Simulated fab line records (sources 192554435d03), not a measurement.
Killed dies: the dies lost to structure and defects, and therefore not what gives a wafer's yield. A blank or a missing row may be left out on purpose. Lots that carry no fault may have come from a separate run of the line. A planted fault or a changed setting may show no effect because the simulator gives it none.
One fault through the eyes of 3 desks || flow n5Finfet || each desk has only its own numbers; what lay behind them comes last

THE DEFECT DESK
Lot by lot, what the route's inspections counted, given as the mean of those sampled wafers with a number. Any lot whose mean is over 4 standard deviations away from the usual mean is out of limits and marked OUT; that distance is given in the brackets.
Columns: A = rawDefectCount at N5_BEOL_M6_INSPECT_30, usual 400
{"lot": "L214", "first seen here": "day 8 19:22", "A": 301}
{"lot": "L222", "first seen here": "day 10 20:38", "A": 458}
{"lot": "L221", "first seen here": "day 11 03:11", "A": 420}
{"lot": "L224", "first seen here": "day 11 20:01", "A": 390}
{"lot": "L233", "first seen here": "day 14 01:07", "A": 332}
{"lot": "L237", "first seen here": "day 15 10:37", "A": 584}
Result from this desk: across the 6 lots, nothing is out of limits.

DESK OF THE TOOL OWNER: rieDiel-04
The tool's own readings at N5_BEOL_M6_ETCH_66 (etches SOC in N2/H2, target depth 80 nm, overetch 16 nm, time 120 s): means of the sampled wafers that have a number, for each lot that ran on this tool. Any lot whose mean is over 4 standard deviations away from the usual mean is out of limits and marked OUT; that distance is given in the brackets.
Columns: A = drypumpMotorCurrentA at N5_BEOL_M6_ETCH_66, usual 5.7 A; B = oesProductAu at N5_BEOL_M6_ETCH_66, usual 0.64 a.u.; C = rfFwdPowerW at N5_BEOL_M6_ETCH_66, usual 835.9 W; D = rfVppV at N5_BEOL_M6_ETCH_66, usual 523.1 V; E = showerheadPlenumPTorr at N5_BEOL_M6_ETCH_66, usual 2.51 Torr; F = throttleValvePct at N5_BEOL_M6_ETCH_66, usual 17.83 %
{"lot": "L222", "first seen here": "day 10 20:44", "A": 5.9, "B": 0.66, "C": 835.1, "D": 523.8, "E": 2.54, "F": 17.82}
{"lot": "L221", "first seen here": "day 11 03:17", "A": 6.0, "B": 0.62, "C": "699.5 (-49) OUT", "D": "556.9 (+15) OUT", "E": 2.53, "F": 17.60}
{"lot": "L224", "first seen here": "day 11 20:08", "A": 6.3, "B": 0.69, "C": "769.5 (-24) OUT", "D": "542.2 (+8.7) OUT", "E": 2.59, "F": 17.73}
Finding of this desk: L221, L224 out of limits; the first was L221 at day 11 03:17, on rfFwdPowerW at N5_BEOL_M6_ETCH_66. In limits: L222.

FROM THE METROLOGY DESK
What the gauges read, lot by lot, whatever tool the lot ran on: means of the sampled wafers that have a number. Any lot whose mean is over 4 standard deviations away from the usual mean is out of limits and marked OUT; that distance is given in the brackets.
Columns: A = cdNm at N5_BEOL_M6_CD_MEAS_28, usual 39.99 nm; B = V5_OVL at N5_BEOL_M6_OVL_MEAS_29, usual -0.1 nm
{"lot": "L214", "first seen here": "day 8 19:17", "A": 40.04, "B": -0.3}
{"lot": "L222", "first seen here": "day 10 20:32", "A": 40.01, "B": 0.4}
{"lot": "L221", "first seen here": "day 11 03:05", "A": 39.89, "B": -0.8}
{"lot": "L224", "first seen here": "day 11 19:56", "A": 39.96, "B": 0.3}
{"lot": "L233", "first seen here": "day 14 01:02", "A": 39.82, "B": 0.8}
{"lot": "L237", "first seen here": "day 15 10:32", "A": 40.06, "B": -0.3}
Result from this desk: across the 6 lots, nothing is out of limits.

PUT TOGETHER
The tool owner's desk could have raised an alarm at day 11 03:17, on L221, L224.
The defect desk saw nothing out of limits.
At the metrology desk, nothing out of limits was observed.
The defect desk has L221, L224 on record, within its limits.
The metrology desk has L221, L224 on record, within its limits.
N5_BEOL_M6_ETCH_66 was run on rieDiel-04 by each of the lots named.

WHAT THE SIMULATOR HAD INSERTED
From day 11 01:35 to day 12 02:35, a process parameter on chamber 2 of rieDiel-04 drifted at N5_BEOL_M6_ETCH_66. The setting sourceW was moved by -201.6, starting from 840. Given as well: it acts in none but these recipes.
Lots struck among those shown: L221, L224.
How many hours passed from the start of the fault until each desk's first out-of-limits reading: the tool owner's desk, 2.
